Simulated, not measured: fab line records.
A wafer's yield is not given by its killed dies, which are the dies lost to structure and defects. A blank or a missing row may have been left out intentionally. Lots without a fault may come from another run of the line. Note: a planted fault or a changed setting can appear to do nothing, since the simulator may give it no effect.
The tool behind it: which one? || flow nand harc || 39 wafers from 13 lots sampled at 4 of the route's 1302 steps

== WHAT THE GAUGES READ, wafer by wafer ==
NHARC_END_SORT_01. Usual: defect limited yield 91.4 %, standard deviation 2.7; killed at array 53, standard deviation 19; killed at other 0.7, standard deviation 1.1; killed at periphery 4.2, standard deviation 2.7; killed dies 58, standard deviation 18; killed open 3.1, standard deviation 1.9; killed short 2.5, standard deviation 1.6; sort_bin_2_pct 3.0 %, standard deviation 1.2; sort_bin_3_pct 0.7 %, standard deviation 0.41; sort_bin_4_pct 4.9 %, standard deviation 1.5; sort n pass 619, standard deviation 18; sort rim yield pct 90 %, standard deviation 4.1; sort yield pct 91.4 %, standard deviation 2.7.
{"lot": "L584", "measured": "day 30 04:57", "on": "prober-01", "defect limited yield (%)": "58.6 60.0 61.9", "killed at array": "45 37 41", "killed at other": "0 0 0", "killed at periphery": "235 234 217", "killed dies": "280 271 258", "killed open": "7 0 3", "killed short": "1 1 1", "sort_bin_2_pct (%)": "15.4 15.1 12.7", "sort_bin_3_pct (%)": "2.2 2.2 3.2", "sort_bin_4_pct (%)": "23.8 22.7 22.2", "sort n pass": "397 406 419", "sort rim yield pct (%)": "63 58 67", "sort yield pct (%)": "58.6 60.0 61.9", "flag": "OFF"}
{"lot": "L585", "measured": "day 29 19:20", "on": "prober-02", "defect limited yield (%)": "59.5 63.7 61.2", "killed at array": "33 37 33", "killed at other": "0 0 1", "killed at periphery": "241 209 229", "killed dies": "274 246 263", "killed open": "2 1 1", "killed short": "2 2 2", "sort_bin_2_pct (%)": "15.8 14.2 13.7", "sort_bin_3_pct (%)": "2.2 1.9 2.5", "sort_bin_4_pct (%)": "22.5 20.2 22.6", "sort n pass": "403 431 414", "sort rim yield pct (%)": "57 66 66", "sort yield pct (%)": "59.5 63.7 61.2", "flag": "OFF"}

== WHAT TOOL EACH LOT RAN ON (gives the tool, then ch and the chambers of the sampled wafers, and finally the start) ==
{"lot": "L571", "NHARC_P_M0_ECD_22": "ecd cu-02 ch 0,1, day 5 22:43", "NHARC_A_BONDPAD_CMP_19": "cmp-01 ch 0,1, day 22 11:02", "NHARC_THIN_TSV_DESCUM_35": "rie diel-03 ch 0,1,3, day 23 05:51"}
{"lot": "L572", "NHARC_P_M0_ECD_22": "ecd cu-01 ch 0,1, day 6 14:00", "NHARC_A_BONDPAD_CMP_19": "cmp-01 ch 0,1,2, day 23 15:34", "NHARC_THIN_TSV_DESCUM_35": "rie diel-03 ch 0,2,3, day 24 15:43"}
{"lot": "L573", "NHARC_P_M0_ECD_22": "ecd cu-02 ch 0,1, day 6 17:58", "NHARC_A_BONDPAD_CMP_19": "cmp-04 ch 0,3, day 23 14:31", "NHARC_THIN_TSV_DESCUM_35": "rie diel-07 ch 1,2, day 24 13:41"}
{"lot": "L574", "NHARC_P_M0_ECD_22": "ecd cu-02 ch 1, day 7 08:18", "NHARC_A_BONDPAD_CMP_19": "cmp-04 ch 0,1,3, day 23 16:47", "NHARC_THIN_TSV_DESCUM_35": "rie diel-07 ch 0,2, day 24 14:44"}
{"lot": "L576", "NHARC_P_M0_ECD_22": "ecd cu-01 ch 0,1, day 8 11:54", "NHARC_A_BONDPAD_CMP_19": "cmp-02 ch 0,1,3, day 24 16:25", "NHARC_THIN_TSV_DESCUM_35": "rie diel-03 ch 0,3, day 25 11:18"}
{"lot": "L578", "NHARC_P_M0_ECD_22": "ecd cu-01 ch 0,1, day 9 09:16", "NHARC_A_BONDPAD_CMP_19": "cmp-04 ch 0,2, day 26 08:24", "NHARC_THIN_TSV_DESCUM_35": "rie diel-07 ch 1,2,3, day 27 04:46"}
{"lot": "L579", "NHARC_P_M0_ECD_22": "ecd cu-02 ch 0, day 9 09:49", "NHARC_A_BONDPAD_CMP_19": "cmp-02 ch 0,3, day 26 08:04", "NHARC_THIN_TSV_DESCUM_35": "rie diel-11 ch 0,1,2, day 27 03:30"}
{"lot": "L580", "NHARC_P_M0_ECD_22": "ecd cu-01 ch 0,1, day 9 15:44", "NHARC_A_BONDPAD_CMP_19": "cmp-01 ch 1,2,3, day 26 17:56", "NHARC_THIN_TSV_DESCUM_35": "rie diel-07 ch 0,2,3, day 27 18:13"}
{"lot": "L582", "NHARC_P_M0_ECD_22": "ecd cu-02 ch 0,1, day 10 15:18", "NHARC_A_BONDPAD_CMP_19": "cmp-02 ch 1,2,3, day 27 15:03", "NHARC_THIN_TSV_DESCUM_35": "rie diel-03 ch 1,2, day 28 10:31"}
{"lot": "L584", "NHARC_P_M0_ECD_22": "ecd cu-02 ch 0,1, day 12 03:45", "NHARC_A_BONDPAD_CMP_19": "cmp-02 ch 0,1,2, day 28 23:35", "NHARC_THIN_TSV_DESCUM_35": "rie diel-03 ch 0,3, day 29 18:31"}
{"lot": "L585", "NHARC_P_M0_ECD_22": "ecd cu-02 ch 0,1, day 12 06:10", "NHARC_A_BONDPAD_CMP_19": "cmp-04 ch 1,2,3, day 28 17:35", "NHARC_THIN_TSV_DESCUM_35": "rie diel-07 ch 1,2, day 29 11:17"}
{"lot": "L593", "NHARC_P_M0_ECD_22": "ecd cu-02 ch 1, day 15 05:38", "NHARC_A_BONDPAD_CMP_19": "cmp-01 ch 0,2, day 32 07:21", "NHARC_THIN_TSV_DESCUM_35": "rie diel-11 ch 0,1, day 33 02:08"}
{"lot": "L594", "NHARC_P_M0_ECD_22": "ecd cu-02 ch 0,1, day 15 17:55", "NHARC_A_BONDPAD_CMP_19": "cmp-01 ch 0,1,3, day 32 20:46", "NHARC_THIN_TSV_DESCUM_35": "rie diel-03 ch 0,3, day 33 15:33"}
- NHARC_P_M0_ECD_22: material Cu, target thk 400 nm.
- NHARC_A_BONDPAD_CMP_19: polishes, t overpolish 30 s, cu recess touch 16 s, target thk 169.82 nm.
- NHARC_THIN_TSV_DESCUM_35: chemistry O2, time 3 s.

== WHAT THE TOOLS THEMSELVES READ (means of the sampled wafers that have a number; where no wafer has one, the mark that the record gives instead) ==
NHARC_P_M0_ECD_22. Usual: bath temp c reads 24.99 C (standard deviation 0.11).
{"lot": "L571", "tool": "ecd cu-02", "bath temp c (C)": 25.15, "flag": ""}
{"lot": "L572", "tool": "ecd cu-01", "bath temp c (C)": 24.93, "flag": ""}
{"lot": "L573", "tool": "ecd cu-02", "bath temp c (C)": 25.06, "flag": ""}
{"lot": "L574", "tool": "ecd cu-02", "bath temp c (C)": 24.99, "flag": ""}
{"lot": "L576", "tool": "ecd cu-01", "bath temp c (C)": 25.00, "flag": ""}
{"lot": "L578", "tool": "ecd cu-01", "bath temp c (C)": 24.93, "flag": ""}
{"lot": "L579", "tool": "ecd cu-02", "bath temp c (C)": 24.89, "flag": ""}
{"lot": "L580", "tool": "ecd cu-01", "bath temp c (C)": 24.90, "flag": ""}
{"lot": "L582", "tool": "ecd cu-02", "bath temp c (C)": 24.84, "flag": ""}
{"lot": "L584", "tool": "ecd cu-02", "bath temp c (C)": 25.08, "flag": ""}
{"lot": "L585", "tool": "ecd cu-02", "bath temp c (C)": 24.95, "flag": ""}
{"lot": "L593", "tool": "ecd cu-02", "bath temp c (C)": 24.96, "flag": ""}
{"lot": "L594", "tool": "ecd cu-02", "bath temp c (C)": 25.06, "flag": ""}

NHARC_A_BONDPAD_CMP_19. Usual: motor current A 12.1 A, standard deviation 1.6; overpolish run s 29.999 s, standard deviation 0.01.
{"lot": "L571", "tool": "cmp-01", "motor current A (A)": 12.3, "overpolish run s (s)": 30.006, "flag": ""}
{"lot": "L572", "tool": "cmp-01", "motor current A (A)": 11.8, "overpolish run s (s)": 29.994, "flag": ""}
{"lot": "L573", "tool": "cmp-04", "motor current A (A)": 10.7, "overpolish run s (s)": 30.005, "flag": ""}
{"lot": "L574", "tool": "cmp-04", "motor current A (A)": 12.8, "overpolish run s (s)": 29.996, "flag": ""}
{"lot": "L576", "tool": "cmp-02", "motor current A (A)": 12.0, "overpolish run s (s)": 30.007, "flag": ""}
{"lot": "L578", "tool": "cmp-04", "motor current A (A)": 10.5, "overpolish run s (s)": 29.996, "flag": ""}
{"lot": "L579", "tool": "cmp-02", "motor current A (A)": 11.7, "overpolish run s (s)": 30.002, "flag": ""}
{"lot": "L580", "tool": "cmp-01", "motor current A (A)": 11.7, "overpolish run s (s)": 29.997, "flag": ""}
{"lot": "L582", "tool": "cmp-02", "motor current A (A)": 12.1, "overpolish run s (s)": 30.008, "flag": ""}
{"lot": "L584", "tool": "cmp-02", "motor current A (A)": 12.5, "overpolish run s (s)": 30.002, "flag": ""}
{"lot": "L585", "tool": "cmp-04", "motor current A (A)": 13.8, "overpolish run s (s)": 29.997, "flag": ""}
{"lot": "L593", "tool": "cmp-01", "motor current A (A)": 11.4, "overpolish run s (s)": 29.993, "flag": ""}
{"lot": "L594", "tool": "cmp-01", "motor current A (A)": 12.3, "overpolish run s (s)": 30.004, "flag": ""}

NHARC_THIN_TSV_DESCUM_35. Usual: drypump motor current A 5.9 A, standard deviation 0.42; oes product au 0.999 a.u., standard deviation 0.011; rf vpp V 57.9 V, standard deviation 1; showerhead plenum p Torr 1.91 Torr, standard deviation 0.064; throttle valve pct 11.311 %, standard deviation 0.0098.
{"lot": "L571", "tool": "rie diel-03", "drypump motor current A (A)": 5.6, "oes product au (a.u.)": 1.002, "rf vpp V (V)": 58.7, "showerhead plenum p Torr (Torr)": 1.94, "throttle valve pct (%)": 11.312, "flag": ""}
{"lot": "L572", "tool": "rie diel-03", "drypump motor current A (A)": 5.7, "oes product au (a.u.)": 0.991, "rf vpp V (V)": 57.6, "showerhead plenum p Torr (Torr)": 1.93, "throttle valve pct (%)": 11.323, "flag": ""}
{"lot": "L573", "tool": "rie diel-07", "drypump motor current A (A)": 6.0, "oes product au (a.u.)": 0.992, "rf vpp V (V)": 57.2, "showerhead plenum p Torr (Torr)": 1.79, "throttle valve pct (%)": 11.304, "flag": ""}
{"lot": "L574", "tool": "rie diel-07", "drypump motor current A (A)": 6.3, "oes product au (a.u.)": 0.995, "rf vpp V (V)": 57.9, "showerhead plenum p Torr (Torr)": 1.82, "throttle valve pct (%)": 11.317, "flag": ""}
{"lot": "L576", "tool": "rie diel-03", "drypump motor current A (A)": 5.6, "oes product au (a.u.)": 1.001, "rf vpp V (V)": 58.2, "showerhead plenum p Torr (Torr)": 1.91, "throttle valve pct (%)": 11.306, "flag": ""}
{"lot": "L578", "tool": "rie diel-07", "drypump motor current A (A)": 6.0, "oes product au (a.u.)": 0.995, "rf vpp V (V)": 57.1, "showerhead plenum p Torr (Torr)": 1.85, "throttle valve pct (%)": 11.314, "flag": ""}
{"lot": "L579", "tool": "rie diel-11", "drypump motor current A (A)": 5.9, "oes product au (a.u.)": 1.001, "rf vpp V (V)": 57.5, "showerhead plenum p Torr (Torr)": 1.90, "throttle valve pct (%)": 11.311, "flag": ""}
{"lot": "L580", "tool": "rie diel-07", "drypump motor current A (A)": 6.3, "oes product au (a.u.)": 0.991, "rf vpp V (V)": 57.8, "showerhead plenum p Torr (Torr)": 1.88, "throttle valve pct (%)": 11.315, "flag": ""}
{"lot": "L582", "tool": "rie diel-03", "drypump motor current A (A)": 6.0, "oes product au (a.u.)": 1.008, "rf vpp V (V)": 59.0, "showerhead plenum p Torr (Torr)": 1.99, "throttle valve pct (%)": 11.308, "flag": ""}
{"lot": "L584", "tool": "rie diel-03", "drypump motor current A (A)": 5.6, "oes product au (a.u.)": 1.007, "rf vpp V (V)": 57.3, "showerhead plenum p Torr (Torr)": 1.90, "throttle valve pct (%)": 11.305, "flag": ""}
{"lot": "L585", "tool": "rie diel-07", "drypump motor current A (A)": 6.0, "oes product au (a.u.)": 0.989, "rf vpp V (V)": 56.7, "showerhead plenum p Torr (Torr)": 1.79, "throttle valve pct (%)": 11.307, "flag": ""}
{"lot": "L593", "tool": "rie diel-11", "drypump motor current A (A)": 5.6, "oes product au (a.u.)": 1.004, "rf vpp V (V)": 57.2, "showerhead plenum p Torr (Torr)": 1.86, "throttle valve pct (%)": 11.313, "flag": ""}
{"lot": "L594", "tool": "rie diel-03", "drypump motor current A (A)": 5.4, "oes product au (a.u.)": 1.007, "rf vpp V (V)": 58.3, "showerhead plenum p Torr (Torr)": 1.91, "throttle valve pct (%)": 11.307, "flag": ""}

== THE ANSWER, worked out from the rows above alone ==
Rule: lot off if the mean of its wafers having a number is beyond 3 standard deviations from the usual mean. Also off: a lot with no number at a reading for which 4 or more lots have one. All remaining lots with rows at the step are treated as sound. First the gauges in route order, then the tools' own readings, where a lot's mean is used as printed above. The first step at which some lot is off is used, and at that step the reading that is off furthest; a lot without a number counts as furthest.
Off, at NHARC_END_SORT_01 on killed at periphery: L584, L585. Neither off nor sound, because the step has no rows for them: L571, L572, L573, L574, L576, L578, L579, L580, L582, L593, L594.
If a tool, at a process step before that reading, ran all the lots that are off and no sound lot after the first of them, it fits. The gauges at NHARC_END_SORT_01 are tried like those tools. One candidate fits, namely ecd cu-02 at NHARC_P_M0_ECD_22. It ran no sound lot before its first lot that is off in this sample, so the start can't be narrowed down.

== WHAT THE SIMULATOR HAD PUT IN ==
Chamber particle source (ecd cu-02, NHARC_P_M0_ECD_22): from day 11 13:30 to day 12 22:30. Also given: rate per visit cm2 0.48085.
Lots struck among those shown: L585, L584. The rule above reached the same finding.
